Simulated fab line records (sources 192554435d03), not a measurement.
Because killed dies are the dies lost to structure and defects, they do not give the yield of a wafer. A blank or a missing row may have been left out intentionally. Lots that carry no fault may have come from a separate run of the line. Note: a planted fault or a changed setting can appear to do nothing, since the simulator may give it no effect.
Matching of chambers    flow n5_finfet    N5_BEOL_M2_ETCHBACK_99 on rie_diel-01 has 4 sister chambers
The step etches SiO2 in CHF3, target depth 5 nm, time 10.4 s. 18 wafers are shown with their chamber, then 9 later ones without.

== WAFERS PAIRED WITH THEIR CHAMBERS ==
wafer   chamber  showerhead_plenum_p_Torr (Torr)  throttle_valve_pct (%)  drypump_motor_current_A (A)
L074.1  2        2.06                             17.03                   5.6
L074.3  1        2.18                             17.14                   6.2
L074.4  0        2.06                             16.92                   5.8
L079.1  1        2.18                             17.17                   6.2
L079.3  2        2.06                             17.04                   5.6
L079.4  0        2.06                             16.91                   5.9
L080.2  2        2.06                             17.05                   5.6
L080.5  1        2.18                             17.17                   6.1
L080.6  2        2.06                             17.03                   5.6
L082.2  1        2.18                             17.17                   6.2
L082.4  3        2.22                             17.45                   6.7
L082.5  3        2.22                             17.46                   6.7
L084.1  3        2.22                             17.47                   6.6
L084.5  1        2.17                             17.21                   6.2
L084.6  0        2.05                             16.93                   5.9
L088.1  1        2.17                             17.20                   6.1
L088.2  0        2.05                             16.97                   5.9
L088.5  1        2.17                             17.21                   6.2

SIGNATURES, as means of the wafers listed above
reading                   chamber 0  chamber 1  chamber 2  chamber 3  scatter within a chamber
showerhead_plenum_p_Torr  2.0550     2.1757     2.0600     2.2200     0.0044
throttle_valve_pct        16.9325    17.1814    17.0375    17.4600    0.0218
drypump_motor_current_A   5.875      6.171      5.600      6.667      0.0451
Rule: for each reading, subtract the chamber's mean from the wafer's reading, divide by that reading's scatter and square the result; add these up over the readings and take the root, which gives the wafer's distance from the chamber. If the next closest chamber is less than 2 further off than the closest, the wafer can't be placed; otherwise it belongs to the closest. The scatter: the root of (the sum of the squares of (reading less its chamber's mean) over the shown wafers, divided by (wafers less chambers)).

== WAFERS WITHOUT THEIR CHAMBER ==
wafer   showerhead_plenum_p_Torr (Torr)  throttle_valve_pct (%)  drypump_motor_current_A (A)
L093.3  2.04                             16.97                   5.9
L093.5  2.04                             16.98                   5.9
L093.6  2.05                             17.12                   5.6
L094.2  2.04                             17.00                   5.9
L094.3  2.05                             17.12                   5.6
L094.5  2.17                             17.23                   6.2
L095.1  2.04                             16.98                   5.9
L095.4  2.05                             17.12                   5.6
L095.6  2.17                             17.23                   6.1

== CHAMBER TAKEN BY EACH ==
wafer   from the rows above  in truth
L093.3  0                    0
L093.5  0                    0
L093.6  2                    2
L094.2  0                    0
L094.3  2                    2
L094.5  1                    1
L095.1  0                    0
L095.4  2                    2
L095.6  1                    1
Correct placement for 9 of the 9. Left unplaced by these rows: 0. Placed wrongly: 0.
